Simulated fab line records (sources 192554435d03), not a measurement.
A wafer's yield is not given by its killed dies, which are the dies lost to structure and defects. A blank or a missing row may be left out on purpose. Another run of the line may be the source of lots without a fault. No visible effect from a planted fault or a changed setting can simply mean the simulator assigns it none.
fab line records :: flow n5-finfet
record:
  lots: 4
  wafers: 12
  last-day: 20
route steps=1938 shown BEOL_M5@1182 BEOL_M6@1194 PASSIVATION@1936
lots that met no fault: taken from a fault-free run of the same line
start-h: start of the lot's first displayed wafer, in hours after the record's first day :: wait-h: time in hours since the lot's previous step :: " as in the row above :: L1.1+2: a single row standing in for several wafers :: - no value, or no start was given :: * or withheld: withheld :: < > ~ a bound
route shown NAME@n: names a module that has steps shown in the file, with the first one's number in the route :: usual: mean/standard deviation of fault-free wafers :: same: alike in all rows :: chamber/n: place in a boat :: sites: readings site by site :: _std_site: standard deviation of those values :: _edge_site: mean of outer sites minus mean of inner sites :: radius-mm: for every site, how far away it sits from the centre of the wafer :: mask NAME#n: copy n :: behind: the last tool/chamber to shape the wafer :: hold: cause of the lot's hold/its duration in hours/its outcome :: device: the transistor (n, p or np) that didn't switch :: end of line: at the end of the route, the tests of the same wafers :: for a step that has no rows: nothing shown but its recipe :: killed: count of dies lost to structure and defects at first sort (not the wafer's yield) :: map: a wafer's dies, marking killed ones x, the rest . and places with no die _
set.NAME: the setting as run; set.NAME@STEP: as run at that earlier step :: model.NAME: the simulator's own value behind a step, which no gauge read
lots at some steps of the route; a table a step, a row a wafer
services: when a tool's chamber went out of use (start-h, in hours from the record's first day, below 0 if earlier), for how many hours, and the reason
== steps ==
step: N5_BEOL_M5_ANNEAL_89
recipe:
  temp-c: 400
  time-s: 1800
  ambient: vacuum
step: N5_BEOL_M5_SPUTTER_90
recipe:
  material: Cu
  target-thk-a: 45
  temp-c: -20
  chamber-pressure-pa: 0.07
  power-w: withheld
  time-s: 8.29
step: N5_BEOL_M5_ECD_50
recipe:
  material: Cu
  target-thk-a: 3000
step: N5_BEOL_M5_ANNEAL_51
recipe:
  temp-c: 225
  time-s: 90
  ambient: N2
step: N5_BEOL_M5_CMP_52
recipe:
  stop-on: SiCOH_lowk
  t-overpolish-s: 6.9
  down-force-psi: 1
  platen-rpm: 50
  clearing-platen-down-force-psi: 1.5
  clearing-platen-rpm: 50
  post-cmp-clean: cu-alkaline
  target-thk-nm: 62
  clearing-platen-pad-velocity-m-s: 0.99484
  pad-velocity-m-s: 0.99484
step: N5_BEOL_M5_PRE_CLEAN_77
recipe:
  gas: NH3/H2
  time-s: 15
  temp-c: *
  rf-power-w: 300
step: N5_BEOL_M5_CO_CAP_78
recipe:
  material: Co
  target-thk-a: 20
  temp-c: 200
  precursor: CCTBA/H2
  pressure-torr: 30
  time-s: 102.1
step: N5_BEOL_M5_PRE_CLEAN_55
recipe:
  gas: NH3
  time-s: 15
  temp-c: withheld
  rf-power-w: 300
step: N5_BEOL_M5_DEP_56
recipe:
  material: SiCN
  target-thk-a: 80
  temp-c: withheld
  precursor: 3MS/NH3
  pressure-torr: 3
  rf-w: 202
  time-s: 14
step: N5_BEOL_M6_ILD_DEP_00
recipe:
  material: SiCOH_lowk
  target-thk-a: 1797.5
  temp-c: 300
  precursor: DEMS/porogen
  pressure-torr: 5
  rf-w: 500
  time-s: 33.4
usual:
  heater-power-outer-w: 167/45
  heater-power-w: 342/71
  showerhead-plenum-p-Torr: 5.741/0.021
  susceptor-temp-C: 300.01/0.19
  throttle-valve-pct: 14.5/1.3
lot.wafer: L271.1
tool: pecvd-04
chamber: 2
start-h: 266.20
wait-h: 0.0
heater-power-outer-w: 172
heater-power-w: 352
showerhead-plenum-p-Torr: 5.706
susceptor-temp-C: 299.95
throttle-valve-pct: 13.4
model.SiCOH_lowk_of_BEOL_M6_ILD_DEP_00.thk-nm: 180.2

lot.wafer: L271.3
tool: pecvd-04
chamber: 1
start-h: 266.20
wait-h: 0.0
heater-power-outer-w: 141
heater-power-w: 321
showerhead-plenum-p-Torr: 5.744
susceptor-temp-C: 299.96
throttle-valve-pct: 17.0
model.SiCOH_lowk_of_BEOL_M6_ILD_DEP_00.thk-nm: 177.8

lot.wafer: L271.4
tool: pecvd-04
chamber: 2
start-h: 266.20
wait-h: 0.0
heater-power-outer-w: 177
heater-power-w: 342
showerhead-plenum-p-Torr: 5.714
susceptor-temp-C: 299.82
throttle-valve-pct: 13.5
model.SiCOH_lowk_of_BEOL_M6_ILD_DEP_00.thk-nm: 181.8

lot.wafer: L278.2
tool: pecvd-04
chamber: 0
start-h: 335.40
wait-h: 0.0
heater-power-outer-w: 136
heater-power-w: 300
showerhead-plenum-p-Torr: 5.755
susceptor-temp-C: 300.20
throttle-valve-pct: 14.5
model.SiCOH_lowk_of_BEOL_M6_ILD_DEP_00.thk-nm: 189.2

lot.wafer: L278.4
tool: pecvd-04
chamber: 2
start-h: 335.40
wait-h: 0.0
heater-power-outer-w: 171
heater-power-w: 346
showerhead-plenum-p-Torr: 5.709
susceptor-temp-C: 300.20
throttle-valve-pct: 13.5
model.SiCOH_lowk_of_BEOL_M6_ILD_DEP_00.thk-nm: 180.4

lot.wafer: L278.6
tool: pecvd-04
chamber: 0
start-h: 335.40
wait-h: 0.0
heater-power-outer-w: 140
heater-power-w: 286
showerhead-plenum-p-Torr: 5.773
susceptor-temp-C: 299.93
throttle-valve-pct: 14.2
model.SiCOH_lowk_of_BEOL_M6_ILD_DEP_00.thk-nm: 194.2

lot.wafer: L280.2
tool: pecvd-04
chamber: 0
start-h: 338.31
wait-h: 0.0
heater-power-outer-w: 163
heater-power-w: 332
showerhead-plenum-p-Torr: 5.765
susceptor-temp-C: 300.06
throttle-valve-pct: 14.3
model.SiCOH_lowk_of_BEOL_M6_ILD_DEP_00.thk-nm: 192.4

lot.wafer: L280.4
tool: pecvd-04
chamber: 0
start-h: 338.31
wait-h: 0.0
heater-power-outer-w: 164
heater-power-w: 331
showerhead-plenum-p-Torr: 5.767
susceptor-temp-C: 300.09
throttle-valve-pct: 14.3
model.SiCOH_lowk_of_BEOL_M6_ILD_DEP_00.thk-nm: 182.4

lot.wafer: L280.6
tool: pecvd-04
chamber: 2
start-h: 338.31
wait-h: 0.0
heater-power-outer-w: 186
heater-power-w: 355
showerhead-plenum-p-Torr: 5.719
susceptor-temp-C: 299.93
throttle-valve-pct: 13.8
model.SiCOH_lowk_of_BEOL_M6_ILD_DEP_00.thk-nm: 197.2

lot.wafer: L285.2
tool: pecvd-01
chamber: 1
start-h: 363.36
wait-h: 0.0
heater-power-outer-w: 77
heater-power-w: 205
showerhead-plenum-p-Torr: 5.732
susceptor-temp-C: 300.38
throttle-valve-pct: 14.2
model.SiCOH_lowk_of_BEOL_M6_ILD_DEP_00.thk-nm: 185.4

lot.wafer: L285.3
tool: pecvd-01
chamber: 0
start-h: 363.36
wait-h: 0.0
heater-power-outer-w: 143
heater-power-w: 270
showerhead-plenum-p-Torr: 5.725
susceptor-temp-C: 300.23
throttle-valve-pct: 14.8
model.SiCOH_lowk_of_BEOL_M6_ILD_DEP_00.thk-nm: 185.8

lot.wafer: L285.5
tool: pecvd-01
chamber: 1
start-h: 363.36
wait-h: 0.0
heater-power-outer-w: 82
heater-power-w: 210
showerhead-plenum-p-Torr: 5.735
susceptor-temp-C: 299.90
throttle-valve-pct: 13.8
model.SiCOH_lowk_of_BEOL_M6_ILD_DEP_00.thk-nm: 186.4
step: N5_BEOL_M6_CURE_74
recipe:
  temp-c: 385
  time-s: 240
  ambient: He/Ar
  material: SiCOH_lowk
step: N5_BEOL_M6_THK_MEAS_01
recipe:
  reads: SiCOH_lowk_of_BEOL_M6_ILD_DEP_00
usual:
  M6_ILD_THK: 155.9/2.5
lot.wafer: L271.1
tool: film-metro-01
chamber: -
start-h: 266.77
wait-h: 0.4
M6_ILD_THK[nm]: 155.2

lot.wafer: L271.3
tool: film-metro-01
chamber: -
start-h: 266.77
wait-h: 0.4
M6_ILD_THK[nm]: 153.1

lot.wafer: L271.4
tool: film-metro-01
chamber: -
start-h: 266.77
wait-h: 0.4
M6_ILD_THK[nm]: 156.9

lot.wafer: L278.2
tool: film-metro-02
chamber: -
start-h: 335.97
wait-h: 0.4
M6_ILD_THK[nm]: 163.4

lot.wafer: L278.4
tool: film-metro-02
chamber: -
start-h: 335.97
wait-h: 0.4
M6_ILD_THK[nm]: 155.6

lot.wafer: L278.6
tool: film-metro-02
chamber: -
start-h: 335.97
wait-h: 0.4
M6_ILD_THK[nm]: 167.5

lot.wafer: L280.2
tool: film-metro-01
chamber: -
start-h: 338.92
wait-h: 0.4
M6_ILD_THK[nm]: 165.8

lot.wafer: L280.4
tool: film-metro-01
chamber: -
start-h: 338.92
wait-h: 0.4
M6_ILD_THK[nm]: 157.3

lot.wafer: L280.6
tool: film-metro-01
chamber: -
start-h: 338.92
wait-h: 0.4
M6_ILD_THK[nm]: 170.1

lot.wafer: L285.2
tool: film-metro-01
chamber: -
start-h: 363.94
wait-h: 0.4
M6_ILD_THK[nm]: 159.9

lot.wafer: L285.3
tool: film-metro-01
chamber: -
start-h: 363.94
wait-h: 0.4
M6_ILD_THK[nm]: 160.3

lot.wafer: L285.5
tool: film-metro-01
chamber: -
start-h: 363.94
wait-h: 0.4
M6_ILD_THK[nm]: 160.6
step: N5_BEOL_M6_PECVD_70
recipe:
  material: SiO2
  target-thk-a: 200
  temp-c: 400
  precursor: TEOS/O2
  pressure-torr: 5.5
  rf-w: 450
  teos-flow-sccm: 53.8
  gas: O2
  flow-sccm: 3000
  time-s: 22.7
step: N5_BEOL_M6_HM_DEP_02
recipe:
  material: TiN
  target-thk-a: 200
  temp-c: 25
  chamber-pressure-pa: 0.49996
step: N5_BEOL_M6_COAT_59
recipe:
  resist: SOC
  temp-c: 250
  time-s: 60
  spin-rpm: 1500
  resist-thk-nm: 100
step: N5_BEOL_M6_COAT_60
recipe:
  resist: SiARC
  temp-c: 220
  time-s: 60
  spin-rpm: 1500
  resist-thk-nm: 35
step: N5_BEOL_M6_COAT_05
recipe:
  resist: CAR-ArF
  spin-rpm: 1500
  resist-thk-nm: 90
step: N5_BEOL_M6_EBR_07
recipe:
  solvent: PGMEA
  ebr-width-mm: 1.5
step: N5_BEOL_M6_SOFTBAKE_06
recipe:
  temp-c: 110
  time-s: 60
  resist: CAR-ArF
step: N5_BEOL_M6_EXPOSE_08
recipe:
  mask-id: M6
  na: 1.35
  source-shape: dipole
  sigma-inner: 0.817
  sigma-outer: 0.97
  polarization: te
  dose-mj: 68.25
step: N5_BEOL_M6_PEB_09
recipe:
  peb-temp-c: withheld
  peb-time-s: 60
  resist: CAR-ArF
step: N5_BEOL_M6_DEVELOP_10
recipe:
  develop-time-s: 30
  developer: TMAH
  resist: CAR-ArF
  rinse-liquid: diw
  dry: air-spin
  dev-temp-c: 23
step: N5_BEOL_M6_DESCUM_16
recipe:
  chemistry: O2
  time-s: 7.9
  source-power-w: 50
  bias-power-w: 20
  pressure-mtorr: 20
  rf-frequency-hz: 2.712e+07
  temp-c: 40
  resist: CAR-ArF
  o2-flow-sccm: 225
step: N5_BEOL_M6_ETCH_61
recipe:
  chemistry: CF4
  target: SiARC
  target-depth-a: 455
  mask-material: CAR-ArF
  time-s: 75.8
  ion-energy-ev: 80
  pressure-mtorr: 40
  source-w: 545
  bias-w: 36
  Ar_flow_sccm: 100
  cf4-flow-sccm: 100
  ends: cleared
step: N5_BEOL_M6_ETCH_62
recipe:
  chemistry: N2/H2
  target: SOC
  target-depth-a: 1100
  overetch-a: 220
  mask-material: SiARC
  temp-c: 40
  time-s: 165
  ion-energy-ev: 200
  pressure-mtorr: 30
  source-w: 840
  bias-w: 150
  n2-flow-sccm: 200
  h2-flow-sccm: 200
step: N5_BEOL_M6_STRIP_68
recipe:
  chemistry: N2/H2
  temp-c: 40
  n2-flow-sccm: 200
  h2-flow-sccm: 200
  rf-frequency-hz: 6e+07
step: N5_BEOL_M6_STRIP_67
recipe:
  chemistry: CF4
  resist: SiARC
  power-w: 300
  bias-power-w: 75
  pressure-mtorr: 50
  cf4-flow-sccm: 150
  rf-frequency-hz: 6e+07
step: N5_BEOL_M6_HM_OPEN_17
recipe:
  chemistry: Cl2/BCl3
  target-depth-a: 200
  overetch-a: 60
  target: TiN
  mask-material: SOC
  ion-energy-ev: 150
  pressure-mtorr: 10
  icp-w: 1000
  bias-w: 126
  Cl2_flow_sccm: 53.25
  bcl3-flow-sccm: 21.75
  Ar_flow_sccm: 25
step: N5_BEOL_M6_STRIP_19
recipe:
  chemistry: O2
  power-w: 400
  temp-c: 40
  pressure-mtorr: 30
  rf-frequency-hz: 6e+07
  bias-power-w: 0
  overash-fraction: 0.2
  o2-flow-sccm: 225
step: N5_BEOL_M6_COAT_63
recipe:
  resist: SOC
  temp-c: 250
  time-s: 60
  spin-rpm: 1500
  resist-thk-nm: 60
step: N5_BEOL_M6_COAT_64
recipe:
  resist: SiARC
  temp-c: 220
  time-s: 60
  spin-rpm: 1500
  resist-thk-nm: 12
step: N5_BEOL_M6_COAT_71
recipe:
  resist: underlayer
  temp-c: 205
  time-s: 60
  spin-rpm: 1500
  resist-thk-nm: 5
step: N5_BEOL_M6_COAT_22
recipe:
  resist: CAR-EUV
  spin-rpm: 1500
  resist-thk-nm: 30
step: N5_BEOL_M6_EBR_24
recipe:
  solvent: PGMEA
  ebr-width-mm: 1.5
step: N5_BEOL_M6_SOFTBAKE_23
recipe:
  temp-c: 110
  time-s: 60
  resist: CAR-EUV
step: N5_BEOL_M6_CMP_52
recipe:
  stop-on: SiCOH_lowk
  t-overpolish-s: 6.9
  down-force-psi: 1
  platen-rpm: 50
  clearing-platen-down-force-psi: 1.5
  clearing-platen-rpm: 50
  post-cmp-clean: cu-alkaline
  target-thk-nm: 80
  clearing-platen-pad-velocity-m-s: 0.99484
  pad-velocity-m-s: 0.99484
usual:
  motor-current-A: 6.2/0.69
lot.wafer: L271.4
tool: cmp-03
chamber: 3
start-h: 271.92
wait-h: 0.1
motor-current-A: 6.2
model.SiCOH_lowk_of_BEOL_M6_ILD_DEP_00.thk-nm: 153.8

lot.wafer: L271.1
tool: cmp-03
chamber: 0
start-h: 271.92
wait-h: 0.1
motor-current-A: 6.2
model.SiCOH_lowk_of_BEOL_M6_ILD_DEP_00.thk-nm: 152.4

lot.wafer: L271.3
tool: cmp-03
chamber: 2
start-h: 271.92
wait-h: 0.1
motor-current-A: 6.5
model.SiCOH_lowk_of_BEOL_M6_ILD_DEP_00.thk-nm: 150.2

lot.wafer: L280.4
tool: cmp-01
chamber: 1
start-h: 343.49
wait-h: 0.2
motor-current-A: 5.5
model.SiCOH_lowk_of_BEOL_M6_ILD_DEP_00.thk-nm: 154.2

lot.wafer: L280.2
tool: cmp-01
chamber: 3
start-h: 343.49
wait-h: 0.2
motor-current-A: 5.8
model.SiCOH_lowk_of_BEOL_M6_ILD_DEP_00.thk-nm: 163

lot.wafer: L280.6
tool: cmp-01
chamber: 1
start-h: 343.49
wait-h: 0.2
motor-current-A: 5.5
model.SiCOH_lowk_of_BEOL_M6_ILD_DEP_00.thk-nm: 167.2

lot.wafer: L278.4
tool: cmp-02
chamber: 0
start-h: 343.88
wait-h: 0.1
motor-current-A: 7.9
model.SiCOH_lowk_of_BEOL_M6_ILD_DEP_00.thk-nm: 152.6

lot.wafer: L278.2
tool: cmp-02
chamber: 1
start-h: 343.88
wait-h: 0.1
motor-current-A: 5.8
model.SiCOH_lowk_of_BEOL_M6_ILD_DEP_00.thk-nm: 160.2

lot.wafer: L278.6
tool: cmp-02
chamber: 1
start-h: 343.88
wait-h: 0.1
motor-current-A: 6.2
model.SiCOH_lowk_of_BEOL_M6_ILD_DEP_00.thk-nm: 164.6

lot.wafer: L285.3
tool: cmp-01
chamber: 2
start-h: 370.21
wait-h: 0.2
motor-current-A: 5.8
model.SiCOH_lowk_of_BEOL_M6_ILD_DEP_00.thk-nm: 157.4

lot.wafer: L285.2
tool: cmp-01
chamber: 0
start-h: 370.21
wait-h: 0.2
motor-current-A: 6.5
model.SiCOH_lowk_of_BEOL_M6_ILD_DEP_00.thk-nm: 157

lot.wafer: L285.5
tool: cmp-01
chamber: 2
start-h: 370.21
wait-h: 0.2
motor-current-A: 6.0
model.SiCOH_lowk_of_BEOL_M6_ILD_DEP_00.thk-nm: 157.8
step: N5_PASSIVATION_PROBE_49
usual:
  defect-limited-yield: 91.2/1.5
  killed_at_M0_to_M3: 36/10
  killed_at_M4_up: 14/5.2
  killed-at-contacts: 12/6
  killed-at-front-end: 37/10
  killed-at-other: 4/3.3
  killed-dies: 104/18
  killed-on-rim: 14/4.1
  killed-open: 68/14
  killed-short: 34/7.4
  sort_bin_5_function: 5.2/1
  sort_bin_6_memory: 3.3/0.7
  sort_bin_8_speed: 0.01/0.045
  sort-n-pass: 1076/18
  sort-yield-pct: 91.2/1.5
same:
  gross-dies: 1180
  killed-at-back-side: 0
  sort_bin_4_leakage[%]: 0
lot.wafer: L271.1
tool: prober-02
chamber: -
start-h: 347.31
wait-h: 0.0
defect-limited-yield[%]: 90.3
killed_at_M0_to_M3: 33
killed_at_M4_up: 19
killed-at-contacts: 18
killed-at-front-end: 43
killed-at-other: 1
killed-dies: 114
killed-on-rim: 21
killed-open: 82
killed-short: 30
sort_bin_5_function[%]: 6.1
sort_bin_6_memory[%]: 3.2
sort_bin_8_speed[%]: 0
sort-n-pass: 1066
sort-yield-pct[%]: 90.3

lot.wafer: L271.3
tool: prober-02
chamber: -
start-h: 347.41
wait-h: 0.1
defect-limited-yield[%]: 87.8
killed_at_M0_to_M3: 40
killed_at_M4_up: 24
killed-at-contacts: 26
killed-at-front-end: 49
killed-at-other: 5
killed-dies: 144
killed-on-rim: 14
killed-open: 88
killed-short: 49
sort_bin_5_function[%]: 6.8
sort_bin_6_memory[%]: 4.7
sort_bin_8_speed[%]: 0
sort-n-pass: 1036
sort-yield-pct[%]: 87.8

lot.wafer: L271.4
tool: prober-02
chamber: -
start-h: 347.46
wait-h: 0.2
defect-limited-yield[%]: 92.1
killed_at_M0_to_M3: 19
killed_at_M4_up: 19
killed-at-contacts: 18
killed-at-front-end: 36
killed-at-other: 1
killed-dies: 93
killed-on-rim: 9
killed-open: 62
killed-short: 24
sort_bin_5_function[%]: 4.1
sort_bin_6_memory[%]: 2.8
sort_bin_8_speed[%]: 0
sort-n-pass: 1087
sort-yield-pct[%]: 92.1

lot.wafer: L280.2
tool: prober-02
chamber: -
start-h: 439.47
wait-h: 0.1
defect-limited-yield[%]: 88.9
killed_at_M0_to_M3: 74
killed_at_M4_up: 11
killed-at-contacts: 7
killed-at-front-end: 28
killed-at-other: 11
killed-dies: 131
killed-on-rim: 12
killed-open: 96
killed-short: 34
sort_bin_5_function[%]: 6.3
sort_bin_6_memory[%]: 4.6
sort_bin_8_speed[%]: 0
sort-n-pass: 1049
sort-yield-pct[%]: 88.9

lot.wafer: L280.4
tool: prober-02
chamber: -
start-h: 439.57
wait-h: 0.2
defect-limited-yield[%]: 90.8
killed_at_M0_to_M3: 39
killed_at_M4_up: 19
killed-at-contacts: 8
killed-at-front-end: 38
killed-at-other: 4
killed-dies: 108
killed-on-rim: 16
killed-open: 77
killed-short: 30
sort_bin_5_function[%]: 5.7
sort_bin_6_memory[%]: 3.1
sort_bin_8_speed[%]: 0
sort-n-pass: 1072
sort-yield-pct[%]: 90.8

lot.wafer: L280.6
tool: prober-02
chamber: -
start-h: 439.67
wait-h: 0.3
defect-limited-yield[%]: 92.1
killed_at_M0_to_M3: 38
killed_at_M4_up: 18
killed-at-contacts: 8
killed-at-front-end: 27
killed-at-other: 2
killed-dies: 93
killed-on-rim: 17
killed-open: 67
killed-short: 26
sort_bin_5_function[%]: 4.6
sort_bin_6_memory[%]: 3.1
sort_bin_8_speed[%]: 0
sort-n-pass: 1087
sort-yield-pct[%]: 92.1

lot.wafer: L278.2
tool: prober-01
chamber: -
start-h: 470.39
wait-h: 0.1
defect-limited-yield[%]: 91.6
killed_at_M0_to_M3: 29
killed_at_M4_up: 19
killed-at-contacts: 7
killed-at-front-end: 41
killed-at-other: 3
killed-dies: 99
killed-on-rim: 14
killed-open: 60
killed-short: 35
sort_bin_5_function[%]: 5.1
sort_bin_6_memory[%]: 2.9
sort_bin_8_speed[%]: 0.17
sort-n-pass: 1079
sort-yield-pct[%]: 91.4

lot.wafer: L278.4
tool: prober-01
chamber: -
start-h: 470.49
wait-h: 0.2
defect-limited-yield[%]: 88.3
killed_at_M0_to_M3: 36
killed_at_M4_up: 13
killed-at-contacts: 16
killed-at-front-end: 67
killed-at-other: 6
killed-dies: 138
killed-on-rim: 21
killed-open: 99
killed-short: 39
sort_bin_5_function[%]: 6.3
sort_bin_6_memory[%]: 5.3
sort_bin_8_speed[%]: 0
sort-n-pass: 1042
sort-yield-pct[%]: 88.3

lot.wafer: L278.6
tool: prober-01
chamber: -
start-h: 470.59
wait-h: 0.3
defect-limited-yield[%]: 90.3
killed_at_M0_to_M3: 35
killed_at_M4_up: 22
killed-at-contacts: 16
killed-at-front-end: 38
killed-at-other: 4
killed-dies: 115
killed-on-rim: 12
killed-open: 81
killed-short: 34
sort_bin_5_function[%]: 6.1
sort_bin_6_memory[%]: 3.4
sort_bin_8_speed[%]: 0
sort-n-pass: 1065
sort-yield-pct[%]: 90.3

lot.wafer: L285.2
tool: prober-01
chamber: -
start-h: 478.25
wait-h: 0.1
defect-limited-yield[%]: 92.2
killed_at_M0_to_M3: 48
killed_at_M4_up: 16
killed-at-contacts: 3
killed-at-front-end: 23
killed-at-other: 2
killed-dies: 92
killed-on-rim: 12
killed-open: 57
killed-short: 34
sort_bin_5_function[%]: 4.9
sort_bin_6_memory[%]: 2.7
sort_bin_8_speed[%]: 0
sort-n-pass: 1088
sort-yield-pct[%]: 92.2

lot.wafer: L285.3
tool: prober-01
chamber: -
start-h: 478.30
wait-h: 0.1
defect-limited-yield[%]: 91.7
killed_at_M0_to_M3: 42
killed_at_M4_up: 9
killed-at-contacts: 6
killed-at-front-end: 29
killed-at-other: 12
killed-dies: 98
killed-on-rim: 6
killed-open: 60
killed-short: 37
sort_bin_5_function[%]: 4.9
sort_bin_6_memory[%]: 3.1
sort_bin_8_speed[%]: 0
sort-n-pass: 1082
sort-yield-pct[%]: 91.7

lot.wafer: L285.5
tool: prober-01
chamber: -
start-h: 478.40
wait-h: 0.2
defect-limited-yield[%]: 92.5
killed_at_M0_to_M3: 18
killed_at_M4_up: 15
killed-at-contacts: 7
killed-at-front-end: 46
killed-at-other: 3
killed-dies: 89
killed-on-rim: 10
killed-open: 58
killed-short: 30
sort_bin_5_function[%]: 5.2
sort_bin_6_memory[%]: 2.3
sort_bin_8_speed[%]: 0
sort-n-pass: 1091
sort-yield-pct[%]: 92.5
killed by level:class
L271.1 MOL_CONTACT_COAG:geometric-particle:open=17 STI_FIN_REVEAL:geometric-particle:open=9 FIN_SAQP:geometric-particle:open=8 FIN_SAQP:geometric-particle:short=8 BEOL_M5:geometric-particle:open=7 BEOL_M1:geometric-particle:open=6 BEOL_M3:geometric-particle:open=5 ILD0:geometric-particle:open=4
L271.3 MOL_CONTACT_COAG:geometric-particle:open=19 FIN_SAQP:geometric-particle:short=14 BEOL_M3:geometric-particle:open=11 FIN_SAQP:geometric-particle:open=10 MOL_CONTACT_COAG:geometric-particle:short=7 BEOL_M5:geometric-particle:open=7 BEOL_M0_SAQP:geometric-particle:open=6 BEOL_M0_SAQP:geometric-particle:short=6
L271.4 MOL_CONTACT_COAG:geometric-particle:open=16 FIN_SAQP:geometric-particle:open=9 HKMG_FIN:area-etch=6 FIN_SAQP:geometric-particle:short=5 BEOL_M1:geometric-particle:open=5 BEOL_M0:geometric-particle:open=4 STARTING-WAFER:geometric-particle:open=4 BEOL_M5:geometric-particle:open=4
L280.2 BEOL_M1:geometric-particle:open=19 BEOL_M3:geometric-particle:open=11 BEOL_M0_SAQP:geometric-particle:short=10 BEOL_M0_SAQP:geometric-particle:open=10 BEOL_M2:geometric-particle:open=8 STI_FIN_REVEAL:geometric-particle:open=7 MOL_CONTACT_COAG:geometric-particle:open=7 PASS1_CAP:geometric-particle:open=6
L280.4 FIN_SAQP:geometric-particle:open=10 BEOL_M2:geometric-particle:open=9 STI_FIN_REVEAL:geometric-particle:open=9 BEOL_M1:geometric-particle:open=9 MOL_CONTACT_COAG:geometric-particle:open=6 BEOL_M0_SAQP:geometric-particle:short=6 BEOL_M3:geometric-particle:open=5 BEOL_M4:geometric-particle:open=5
L280.6 BEOL_M3:geometric-particle:open=11 BEOL_M2:geometric-particle:open=9 BEOL_M1:geometric-particle:open=8 BEOL_M4:geometric-particle:open=8 DUMMY_GATE:geometric-particle:open=7 MOL_CONTACT_COAG:geometric-particle:open=6 FIN_SAQP:geometric-particle:open=5 STI_FIN_REVEAL:geometric-particle:open=4
L278.2 BEOL_M0_SAQP:geometric-particle:short=9 BEOL_M4:geometric-particle:open=7 FIN_SAQP:geometric-particle:short=6 FIN_SAQP:geometric-particle:open=6 STI_FIN_REVEAL:geometric-particle:open=6 BEOL_M0_SAQP:geometric-particle:open=6 DUMMY_GATE:geometric-particle:open=5 GATE_CUT:geometric-particle:short=5
L278.4 STI_FIN_REVEAL:geometric-particle:open=25 MOL_CONTACT_COAG:geometric-particle:open=15 FIN_SAQP:geometric-particle:open=13 FIN_SAQP:geometric-particle:short=12 BEOL_M3:geometric-particle:open=11 BEOL_M2:geometric-particle:open=6 BEOL_M0_SAQP:geometric-particle:short=5 BEOL_M4:geometric-particle:open=5
L278.6 MOL_CONTACT_COAG:geometric-particle:open=15 FIN_SAQP:geometric-particle:open=10 BEOL_M0_SAQP:geometric-particle:open=9 BEOL_M5:geometric-particle:open=8 BEOL_M0_SAQP:geometric-particle:short=6 BEOL_M1:geometric-particle:open=6 STI_FIN_REVEAL:geometric-particle:open=5 BEOL_M4:geometric-particle:open=5
L285.2 BEOL_M2:geometric-particle:open=13 BEOL_M3:geometric-particle:open=8 BEOL_M2:geometric-particle:short=7 STI_FIN_REVEAL:geometric-particle:open=6 BEOL_M0_SAQP:geometric-particle:short=6 BEOL_M4:geometric-particle:open=6 STI_FIN_REVEAL:geometric-particle:short=5 BEOL_M0_SAQP:geometric-particle:open=5
L285.3 BEOL_M0_SAQP:geometric-particle:open=10 GATE_CUT:geometric-particle:short=7 BEOL_M1:geometric-particle:open=7 MOL_CONTACT_COAG:geometric-particle:open=6 BEOL_M0_SAQP:geometric-particle:short=6 FIN_SAQP:geometric-particle:short=5 BEOL_M2:geometric-particle:open=5 MIM_TOP_ETCH:geometric-particle:open=5
L285.5 STI_FIN_REVEAL:geometric-particle:open=12 GATE_CUT:geometric-particle:open=7 BEOL_M4:geometric-particle:open=7 MOL_CONTACT_COAG:geometric-particle:open=6 BEOL_M2:geometric-particle:open=6 STI_FIN_REVEAL:geometric-particle:short=5 STARTING-WAFER:geometric-particle:short=4 FIN_SAQP:geometric-particle:short=3
== services ==
tool: cmp-03
chamber: -
start-h: 244.00
hours: 1.0
kind: repair

tool: pecvd-04
chamber: 1
start-h: 247.44
hours: 2.1
kind: scheduled-down

tool: cmp-02
chamber: -
start-h: 259.41
hours: 4.0
kind: pm

tool: cmp-01
chamber: -
start-h: 269.12
hours: 8.4
kind: pm

tool: cmp-01
chamber: -
start-h: 278.95
hours: 0.5
kind: repair

tool: cmp-02
chamber: -
start-h: 289.59
hours: 4.6
kind: pm

tool: pecvd-01
chamber: -
start-h: 295.80
hours: 14.6
kind: pm

tool: cmp-02
chamber: -
start-h: 321.72
hours: 0.3
kind: repair

tool: cmp-01
chamber: -
start-h: 325.02
hours: 0.8
kind: repair

tool: cmp-02
chamber: -
start-h: 328.59
hours: 0.6
kind: repair

tool: cmp-03
chamber: -
start-h: 358.93
hours: 2.4
kind: repair

tool: cmp-02
chamber: -
start-h: 359.12
hours: 1.0
kind: repair

tool: pecvd-01
chamber: 1
start-h: 366.46
hours: 4.7
kind: repair

tool: cmp-02
chamber: -
start-h: 367.04
hours: 9.2
kind: repair

tool: cmp-03
chamber: -
start-h: 369.83
hours: 10.2
kind: pm
== key ==
first-sign:
  step: N5_BEOL_M6_THK_MEAS_01
  reading: M6_ILD_THK
  direction: up
  sigmas: 4.3
  usual: 155.9
  struck: 166.7
effect none on later readings
model-effect:
  step: N5_BEOL_M6_ILD_DEP_00
  value: SiCOH_lowk_of_BEOL_M6_ILD_DEP_00.thk-nm
  without: 180.4
  struck: 193.2
model-effect:
  step: N5_BEOL_M6_CMP_52
  value: SiCOH_lowk_of_BEOL_M6_ILD_DEP_00.thk-nm
  without: 152.6
  struck: 163.8
met-at N5_BEOL_M6_ILD_DEP_00
struck-wafers L278.2,L278.6,L280.2,L280.6
onset-between 266.20 335.40
fault:
  kind: process-parameter-drift
  tool: pecvd-04
  chamber: -
  onset-h: 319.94
  steps: N5_BEOL_M6_ILD_DEP_00
  channel: time-s
  offset: *
  shape: step
  end-h: 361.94
  scope: struck-wafers-only
  acts-in: *
  stated: *
